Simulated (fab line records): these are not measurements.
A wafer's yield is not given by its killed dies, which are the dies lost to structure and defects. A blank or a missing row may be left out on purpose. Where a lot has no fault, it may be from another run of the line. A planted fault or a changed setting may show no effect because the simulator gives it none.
fab line records	flow n5-finfet
record lots=5	wafers=14	last-day=17
route steps=1938 shown SD_EPI_P@295 BEOL_M4@1111 PASSIVATION@1936
lots that met no fault: taken from a fault-free run of the same line
start-h: hours from the record's first day to the start of the lot's first wafer shown	wait-h: hours elapsed since this lot's preceding step	" unchanged from the row above	L1.1+2: several wafers, shown together as one row	- either no value or no given start	* or withheld: withheld	< > ~ a bound
route shown NAME@n: a module of which the file shows steps, and the number in the route of the first	usual: mean/standard deviation taken from wafers without a fault	same: alike in all rows	chamber/n: place in a boat	sites: readings site by site	_std_site: their standard deviation	_edge_site: inner sites' mean taken away from outer sites' mean	radius-mm: for every site, how far away it sits from the centre of the wafer	mask NAME#n: copy n	behind: tool/chamber where the wafer was last shaped	hold: why the lot went on hold/how many hours it stayed there/how the hold came to an end	device: the n, p or np transistor that did not switch	end of line: tests run on the same wafers once the route is complete	a step given without rows: its recipe and nothing more	killed: not the wafer's yield, but the dies lost to structure and defects at the first sort	map: dies across one wafer; x = killed, . = not, _ = none there
set.NAME: the setting the step ran with; set.NAME@STEP: the setting that earlier step ran with	model.NAME: the simulator's own value behind a step, which no gauge read
lots at selected steps of the route; one table per step, one row per wafer
services: from which hour (start-h, from the record's first day; less than 0 if before it) a tool's chamber was out of use, for how many hours, and why
## steps
# step N5_SD_EPI_P_COAT_34
# recipe resist=SOC	temp-c=250	time-s=60	spin-rpm=1500	resist-thk-nm=350
# step N5_SD_EPI_P_COAT_35
# recipe resist=SiARC	temp-c=220	time-s=60	spin-rpm=1500	resist-thk-nm=35
# step N5_SD_EPI_P_COAT_03
# recipe resist=CAR-ArF-block	spin-rpm=1500	resist-thk-nm=150
# step N5_SD_EPI_P_EBR_05
# recipe solvent=PGMEA	ebr-width-mm=1.5
# step N5_SD_EPI_P_SOFTBAKE_04
# recipe temp-c=110	time-s=60	resist=CAR-ArF-block
# step N5_SD_EPI_P_EXPOSE_06
# recipe mask-id=SD_P_BLK	na=1.35	source-shape=conventional	sigma-outer=0.8	polarization=unpolarized	target-cd-nm=240	dose-mj=39.5
# step N5_SD_EPI_P_PEB_07
# recipe peb-temp-c=110	peb-time-s=60	resist=CAR-ArF-block
# step N5_SD_EPI_P_DEVELOP_08
# recipe develop-time-s=30	developer=TMAH	resist=CAR-ArF-block	dev-temp-c=23	rinse-liquid=diw	dry=air-spin
# step N5_SD_EPI_P_CD_MEAS_09
# recipe target-cd-nm=240	landing-energy-ev=500	detector=se-inlens
# usual cd-nm=240.1/0.8
lot.wafer	tool	chamber	start-h	wait-h	cd-nm
L841.1	cd-sem-01	0	60.73	-	239.9
L841.3	"	0	"	"	240.1
L841.4	"	0	"	"	239.9
L851.2	cd-sem-01	0	118.82	-	239.8
L851.3	"	0	"	"	241.2
L851.6	"	0	"	"	240.6
L853.1	cd-sem-01	0	132.62	-	240.9
L853.2	"	0	"	"	240.1
L853.5	"	0	"	"	240.2
L859.1	cd-sem-01	0	167.75	-	239.8
L859.3	"	0	"	"	240.3
L862.1	cd-sem-03	0	188.38	-	241.5
L862.5	"	0	"	"	241.7
L862.6	"	0	"	"	241.2
# step N5_SD_EPI_P_OVL_MEAS_10
# recipe points-per-wafer=44
# usual SD_P_BLK_OVL=-0.6/0.78
lot.wafer	tool	chamber	start-h	wait-h	SD_P_BLK_OVL[nm]
L841.1	overlay-01	0	60.76	0.0	-0.5
L841.3	"	0	"	"	-0.6
L841.4	"	0	"	"	-1.1
L851.2	overlay-01	0	118.85	0.0	-0.9
L851.3	"	0	"	"	-1.3
L851.6	"	0	"	"	-0.7
L853.1	overlay-02	0	132.65	0.0	-0.6
L853.2	"	0	"	"	-1.3
L853.5	"	0	"	"	-0.4
L859.1	overlay-02	0	167.78	0.0	-1.4
L859.3	"	0	"	"	-0.6
L862.1	overlay-01	0	188.41	0.0	-0.6
L862.5	"	0	"	"	-0.5
L862.6	"	0	"	"	-1.5
# step N5_SD_EPI_P_INSPECT_11
# recipe mode=adi	inspect-instrument=macro
# usual raw-defect-count=2.1/1.4
lot.wafer	tool	chamber	start-h	wait-h	raw-defect-count
L841.1	defect-inspect-01	-	60.78	0.0	4
L841.3	"	-	"	"	2
L841.4	"	-	"	"	5
L851.2	defect-inspect-01	-	118.88	0.0	2
L851.3	"	-	"	"	4
L851.6	"	-	"	"	3
L853.1	defect-inspect-02	-	132.67	0.0	1
L853.2	"	-	"	"	3
L853.5	"	-	"	"	2
L859.1	defect-inspect-02	-	167.80	0.0	2
L859.3	"	-	"	"	3
L862.1	defect-inspect-01	-	188.43	0.0	1
L862.5	"	-	"	"	4
L862.6	"	-	"	"	2
# step N5_SD_EPI_P_DESCUM_14
# recipe chemistry=O2	time-s=7.9	source-power-w=50	bias-power-w=20	pressure-mtorr=20	rf-frequency-hz=2.712e+07	temp-c=40	resist=CAR-ArF-block	o2-flow-sccm=225
# usual drypump-motor-current-A=5.9/0.5	oes-product-au=0.80/0.09	rf-vpp-V=243.0/1.3	showerhead-plenum-p-Torr=2.08/0.067	temp-c=39.99/0.12	throttle-valve-pct=20.37/0.14
lot.wafer	tool	chamber	start-h	wait-h	drypump-motor-current-A	oes-product-au	rf-hours-counter-h	rf-vpp-V	showerhead-plenum-p-Torr	temp-c	throttle-valve-pct
L841.1	rie-diel-05	3	60.82	0.0	6.4	0.83	59	241.5	2.03	39.96	20.27
L841.3	"	1	"	"	5.6	0.81	103	241.8	2.03	39.84	20.27
L841.4	"	3	"	"	6.4	0.83	-	242.7	2.03	40.11	20.29
L851.2	rie-diel-05	3	118.91	0.0	6.3	0.82	77	242.2	2.03	39.80	20.28
L851.3	"	2	"	"	6.5	0.95	15	241.9	2.07	39.98	20.41
L851.6	"	1	"	"	5.6	0.79	-	242.9	2.03	40.03	20.29
L853.1	rie-diel-05	0	132.89	0.2	5.5	0.71	197	243.9	2.16	39.86	20.30
L853.2	"	1	"	"	5.6	0.78	123	240.9	2.03	40.06	20.31
L853.5	"	0	"	"	5.5	0.71	-	244.3	2.16	40.00	20.30
L859.1	rie-diel-05	1	168.08	0.3	5.6	0.77	134	240.9	2.02	39.73	20.33
L859.3	"	2	"	"	6.5	0.91	31	242.5	2.06	39.73	20.41
L862.1	rie-diel-04	1	188.46	0.0	5.3	0.68	245	245.5	2.14	40.02	20.25
L862.5	"	2	"	"	5.7	0.70	-	245.1	2.16	40.15	20.47
L862.6	"	3	"	"	5.4	0.94	-	245.5	2.26	39.97	20.19
# step N5_SD_EPI_P_ETCH_36
# recipe chemistry=CF4	target=SiARC	target-depth-a=455	mask-material=CAR-ArF-block	time-s=75.8	ion-energy-ev=80	pressure-mtorr=40	source-w=545	bias-w=36	Ar_flow_sccm=100	cf4-flow-sccm=100	ends=cleared
# usual drypump-motor-current-A=5.9/0.5	etch-rf-on-time-s=76.2/1.6	oes-product-au=0.68/0.075	rf-vpp-V=183.8/1.1	showerhead-plenum-p-Torr=2.13/0.066	throttle-valve-pct=15.56/0.19
lot.wafer	tool	chamber	start-h	wait-h	drypump-motor-current-A	etch-rf-on-time-s	oes-product-au	rf-hours-counter-h	rf-vpp-V	showerhead-plenum-p-Torr	throttle-valve-pct
L841.1	rie-diel-05	3	60.85	0.0	6.3	76.9	0.72	59	183.1	2.08	15.39
L841.3	"	1	"	"	5.6	74.6	0.69	103	183.5	2.08	15.44
L841.4	"	3	"	"	6.4	76.6	0.73	-	182.7	2.08	15.38
L851.2	rie-diel-05	3	118.95	0.0	6.3	78.6	0.69	77	184.6	2.07	15.45
L851.3	"	2	"	"	6.5	77.1	0.80	15	181.3	2.12	15.54
L851.6	"	1	"	"	5.6	75.1	0.68	-	182.9	2.08	15.47
L853.1	rie-diel-05	0	132.93	0.0	5.4	75.1	0.61	197	185.0	2.21	15.55
L853.2	"	1	"	"	5.6	74.8	0.68	123	183.6	2.07	15.48
L853.5	"	0	"	"	5.4	75.4	0.61	-	185.8	2.21	15.56
L859.1	rie-diel-05	1	168.12	0.0	5.6	55.4	0.80	134	183.3	2.07	15.51
L859.3	"	2	"	"	6.5	55.8	0.93	31	183.7	2.11	15.57
L862.1	rie-diel-04	1	188.50	0.0	5.4	77.1	0.58	245	184.2	2.20	15.63
L862.5	"	2	"	"	5.7	74.2	0.60	-	184.5	2.20	15.68
L862.6	"	3	"	"	5.5	75.0	0.82	-	185.2	2.28	15.14
# step N5_SD_EPI_P_ETCH_37
# recipe chemistry=N2/H2	target=SOC	overetch-a=1080	mask-material=SiARC	temp-c=40	ion-energy-ev=100	source-w=3000	bias-w=133	pressure-mtorr=20	time-s=486	n2-flow-sccm=200	h2-flow-sccm=200	ends=end-point
# usual drypump-motor-current-A=5.9/0.5	h2-flow-sccm=200.1/0.57	oes-product-au=0.72/0.079	rf-vpp-V=240.4/1.4	showerhead-plenum-p-Torr=2.52/0.082	temp-c=40.01/0.11	throttle-valve-pct=23.83/0.28
lot.wafer	tool	chamber	start-h	wait-h	drypump-motor-current-A	h2-flow-sccm	oes-product-au	rf-hours-counter-h	rf-vpp-V	showerhead-plenum-p-Torr	temp-c	throttle-valve-pct
L841.1	rie-diel-05	3	60.91	0.0	6.3	199.7	0.76	59	240.5	2.47	39.89	23.84
L841.3	"	1	"	"	5.6	200.9	0.72	103	238.2	2.45	39.86	23.62
L841.4	"	3	"	"	6.4	200.1	0.76	-	238.7	2.47	40.02	23.84
L851.2	rie-diel-05	3	119.00	0.0	6.4	200.8	0.74	77	239.4	2.46	40.06	23.86
L851.3	"	2	"	"	6.4	199.8	0.85	15	240.5	2.49	40.10	23.55
L851.6	"	1	"	"	5.6	200.4	0.71	-	240.2	2.45	40.09	23.64
L853.1	rie-diel-05	0	132.98	0.0	5.4	200.1	0.64	197	241.6	2.63	39.95	24.09
L853.2	"	1	"	"	5.6	200.1	0.70	123	238.6	2.45	39.92	23.66
L853.5	"	0	"	"	5.4	199.1	0.64	-	242.0	2.63	40.05	24.07
L859.1	rie-diel-05	1	168.18	0.0	5.6	199.7	0.70	135	237.9	2.44	40.07	23.67
L859.3	"	2	"	"	6.5	199.9	0.81	31	237.9	2.49	40.08	23.56
L862.1	rie-diel-04	1	188.56	0.0	5.4	200.3	0.61	245	240.0	2.61	40.14	24.00
L862.5	"	2	"	"	5.7	200.0	0.62	-	240.8	2.60	40.04	23.70
L862.6	"	3	"	"	5.5	200.4	0.85	-	242.7	2.69	40.01	23.15
# step N5_BEOL_M4_RC_MEAS_101
# usual DIBL_N=36.0/1.7	DIBL_P=36.0/2	IOFF_N=0.156/0.028	IOFF_P=0.21/0.04	ION_N=673/12	ION_P=463/8.3	SS_N=71.4/0.6	SS_P=73.3/0.66	VT_N=250/3	VT_P=-250/3.8
lot.wafer	tool	chamber	start-h	wait-h	DIBL_N[mV/V]	DIBL_P[mV/V]	IOFF_N[nA/um]	IOFF_P[nA/um]	ION_N[uA/um]	ION_P[uA/um]	SS_N[mV/dec]	SS_P[mV/dec]	VT_N[mV]	VT_P[mV]
L841.1	prober-01	0	173.37	0.0	36.9	36.3	0.148	0.22	661	457	72.5	72.9	253	-252
L841.3	"	0	"	"	37.2	36.3	0.176	0.23	684	467	71.7	73.3	247	-249
L841.4	"	0	"	"	36.2	36.1	0.156	0.22	675	467	71.7	72.9	249	-248
L851.2	prober-01	0	236.28	0.2	35.0	33.1	0.144	0.19	672	462	71.6	73.4	252	-250
L851.3	"	0	"	"	38.2	37.6	0.206	0.27	690	476	73.0	74.1	246	-246
L851.6	"	0	"	"	36.8	36.5	0.187	0.26	696	485	71.3	73.8	244	-246
L853.1	prober-01	0	242.92	0.0	37.9	39.8	0.192	0.34	677	482	71.8	74.1	247	-240
L853.2	"	0	"	"	39.6	40.8	0.234	0.35	697	481	72.3	74.8	242	-241
L853.5	"	0	"	"	38.8	39.8	0.215	0.33	687	479	72.7	74.5	247	-241
L859.1	prober-02	0	289.46	0.0	36.7	36.6	0.148	0.21	660	449	70.5	74.0	249	-251
L859.3	"	0	"	"	35.5	36.0	0.147	0.20	680	464	70.5	73.3	249	-251
L862.1	prober-01	0	298.51	0.0	33.8	32.2	0.107	0.14	638	443	71.5	72.4	257	-259
L862.5	"	0	"	"	33.1	31.8	0.107	0.13	661	452	71.0	71.8	255	-258
L862.6	"	0	"	"	36.6	36.4	0.147	0.18	663	455	71.3	73.4	253	-255
# step N5_PASSIVATION_PROBE_49
# usual defect-limited-yield=91.6/1.6	killed_at_M0_to_M3=31/10	killed_at_M4_up=14/6.3	killed-at-contacts=12/6.1	killed-at-front-end=39/12	killed-at-other=3.7/2.8	killed-dies=100/19	killed-on-rim=13/4.2	killed-open=66/14	killed-short=33/8.1	sort_bin_5_function=5.0/1.1	sort_bin_6_memory=3.2/0.66	sort_bin_8_speed=0.01/0.077	sort-n-pass=1080/18	sort-yield-pct=91.6/1.6
# same gross-dies=1180	killed-at-back-side=0	sort_bin_4_leakage[%]=0
lot.wafer	tool	chamber	start-h	wait-h	defect-limited-yield[%]	killed_at_M0_to_M3	killed_at_M4_up	killed-at-contacts	killed-at-front-end	killed-at-other	killed-dies	killed-on-rim	killed-open	killed-short	sort_bin_5_function[%]	sort_bin_6_memory[%]	sort_bin_8_speed[%]	sort-n-pass	sort-yield-pct[%]
L841.1	prober-01	-	286.79	0.0	90.2	64	12	9	25	6	116	16	69	45	6.0	3.6	0	1064	90.2
L841.3	prober-01	-	286.89	0.1	90.8	61	5	11	27	5	109	18	76	33	5.5	3.5	0	1071	90.8
L841.4	prober-01	-	286.94	0.2	91.7	29	13	16	35	5	98	16	64	33	4.2	3.8	0	1082	91.7
L851.2	prober-01	-	339.29	0.1	92.0	34	16	14	20	10	94	13	62	31	4.2	3.6	0	1086	92.0
L851.3	prober-01	-	339.34	0.1	90.8	32	19	8	38	12	109	18	67	36	5.3	3.3	0	1071	90.8
L851.6	prober-01	-	339.49	0.3	92.5	18	20	9	38	3	88	11	53	35	3.8	3.3	0	1092	92.5
L853.1	prober-02	-	347.75	0.0	93.0	24	7	5	44	3	83	17	52	29	3.7	3.1	0	1097	93.0
L853.2	prober-02	-	347.80	0.1	93.0	39	25	2	17	0	83	11	55	28	3.8	3.1	0	1097	93.0
L853.5	prober-02	-	347.95	0.2	93.8	25	13	4	28	3	73	14	54	19	3.6	2.5	0	1107	93.8
L859.1	prober-01	-	393.20	0.0	91.9	13	24	10	42	6	95	7	68	27	4.7	3.1	0	1085	91.9
L859.3	prober-01	-	393.30	0.1	90.0	32	9	29	45	3	118	11	89	27	5.8	4.1	0	1062	90.0
# killed by level:class
L841.1 BEOL_M0_SAQP:geometric-particle:short=20 BEOL_M0_SAQP:geometric-particle:open=13 BEOL_M3:geometric-particle:open=10 STI_FIN_REVEAL:geometric-particle:open=7 MOL_CONTACT_COAG:geometric-particle:open=6 BEOL_M1:geometric-particle:open=6 GATE_CUT:geometric-particle:short=5 BEOL_M2:geometric-particle:open=4
L841.3 BEOL_M0_SAQP:geometric-particle:open=17 BEOL_M2:geometric-particle:open=12 BEOL_M0_SAQP:geometric-particle:short=11 MOL_CONTACT_COAG:geometric-particle:open=10 FIN_SAQP:geometric-particle:short=7 BEOL_M1:geometric-particle:open=7 FIN_SAQP:geometric-particle:open=6 BEOL_M3:geometric-particle:open=6
L841.4 MOL_CONTACT_COAG:geometric-particle:open=12 BEOL_M0_SAQP:geometric-particle:open=10 BEOL_M0_SAQP:geometric-particle:short=10 FIN_SAQP:geometric-particle:short=8 STI_FIN_REVEAL:geometric-particle:open=7 BEOL_M4:geometric-particle:open=7 FIN_SAQP:geometric-particle:open=5 BEOL_M2:geometric-particle:open=4
L851.2 BEOL_M2:geometric-particle:open=17 MOL_CONTACT_COAG:geometric-particle:open=11 BEOL_M4:geometric-particle:open=7 GATE_CUT:geometric-particle:short=5 FIN_SAQP:geometric-particle:short=3 MOL_CONTACT_COAG:geometric-particle:short=3 BEOL_M0_SAQP:geometric-particle:open=3 BEOL_M0:geometric-particle:open=3
L851.3 BEOL_M2:geometric-particle:open=10 BEOL_M4:geometric-particle:open=9 FIN_SAQP:geometric-particle:short=7 FIN_SAQP:geometric-particle:open=7 MOL_CONTACT_COAG:geometric-particle:open=7 DUMMY_GATE:geometric-particle:open=5 BEOL_M1:geometric-particle:open=5 HKMG_FIN:area-etch=5
L851.6 BEOL_M4:geometric-particle:open=10 FIN_SAQP:geometric-particle:short=9 FIN_SAQP:geometric-particle:open=7 STI_FIN_REVEAL:geometric-particle:open=6 MOL_CONTACT_COAG:geometric-particle:open=5 BEOL_M2:geometric-particle:open=5 GATE_CUT:geometric-particle:short=4 MOL_CONTACT_COAG:geometric-particle:short=4
L853.1 FIN_SAQP:geometric-particle:open=13 FIN_SAQP:geometric-particle:short=7 BEOL_M1:geometric-particle:open=6 MOL_CONTACT_COAG:geometric-particle:open=5 GATE_CUT:geometric-particle:open=4 BEOL_M3:geometric-particle:open=4 BEOL_M0_SAQP:geometric-particle:short=3 BEOL_M0_SAQP:geometric-particle:open=3
L853.2 BEOL_M4:geometric-particle:open=14 BEOL_M1:geometric-particle:open=10 BEOL_M0_SAQP:geometric-particle:open=8 BEOL_M0_SAQP:geometric-particle:short=7 BEOL_M2:geometric-particle:open=7 BEOL_M4:geometric-particle:short=5 BEOL_M3:geometric-particle:open=4 STARTING-WAFER:geometric-particle:short=3
L853.5 BEOL_M3:geometric-particle:open=10 FIN_SAQP:geometric-particle:open=8 BEOL_M1:geometric-particle:open=8 BEOL_M4:geometric-particle:open=8 ILD0:geometric-particle:short=4 MOL_CONTACT_COAG:geometric-particle:open=3 BEOL_M3:geometric-particle:short=3 FIN_SAQP:geometric-particle:short=2
L859.1 BEOL_M5:geometric-particle:open=12 STI_FIN_REVEAL:geometric-particle:open=11 MOL_CONTACT_COAG:geometric-particle:open=10 BEOL_M1:geometric-particle:open=9 GATE_CUT:geometric-particle:short=7 FIN_SAQP:geometric-particle:short=5 FIN_SAQP:geometric-particle:open=5 STARTING-WAFER:geometric-particle:open=5
L859.3 MOL_CONTACT_COAG:geometric-particle:open=25 STI_FIN_REVEAL:geometric-particle:open=14 FIN_SAQP:geometric-particle:open=10 BEOL_M3:geometric-particle:open=10 BEOL_M0_SAQP:geometric-particle:short=8 BEOL_M0_SAQP:geometric-particle:open=7 FIN_SAQP:geometric-particle:short=5 DUMMY_GATE:geometric-particle:open=4
## services
tool	chamber	start-h	hours	kind
rie-diel-05	2	46.82	-	clean
rie-diel-05	2	46.82	-	consumable-replace:focus-ring
rie-diel-05	2	46.82	21.5	scheduled-down
rie-diel-05	2	46.82	21.5	vent-cycle
rie-diel-05	1	55.66	1.7	repair
rie-diel-05	-	77.98	2.8	pm
rie-diel-04	3	136.00	-	clean
rie-diel-04	3	136.00	-	consumable-replace:focus-ring
rie-diel-04	3	136.00	-	consumable-replace:showerhead
rie-diel-04	3	136.00	14.5	scheduled-down
rie-diel-04	3	136.00	14.5	vent-cycle
rie-diel-04	1	142.41	4.1	repair
rie-diel-05	0	149.93	9.9	repair
rie-diel-04	0	184.42	-	clean
rie-diel-04	0	184.42	-	consumable-replace:esc
rie-diel-04	0	184.42	-	consumable-replace:focus-ring
rie-diel-04	0	184.42	36.4	scheduled-down
rie-diel-04	0	184.42	36.4	vent-cycle
## key
first-sign step=N5_SD_EPI_P_ETCH_36	reading=etch-rf-on-time-s	direction=down	sigmas=13	usual=*	struck=*
effect none on later readings
met-at N5_SD_EPI_P_ETCH_36
struck-wafers L859.1,L859.3
onset-between 132.93 168.12
fault kind=process-parameter-drift	tool=rie-diel-05	chamber=-	onset-h=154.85	steps=N5_SD_EPI_P_ETCH_36	channel=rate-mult	offset=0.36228	shape=step	end-h=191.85	scope=struck-wafers-only
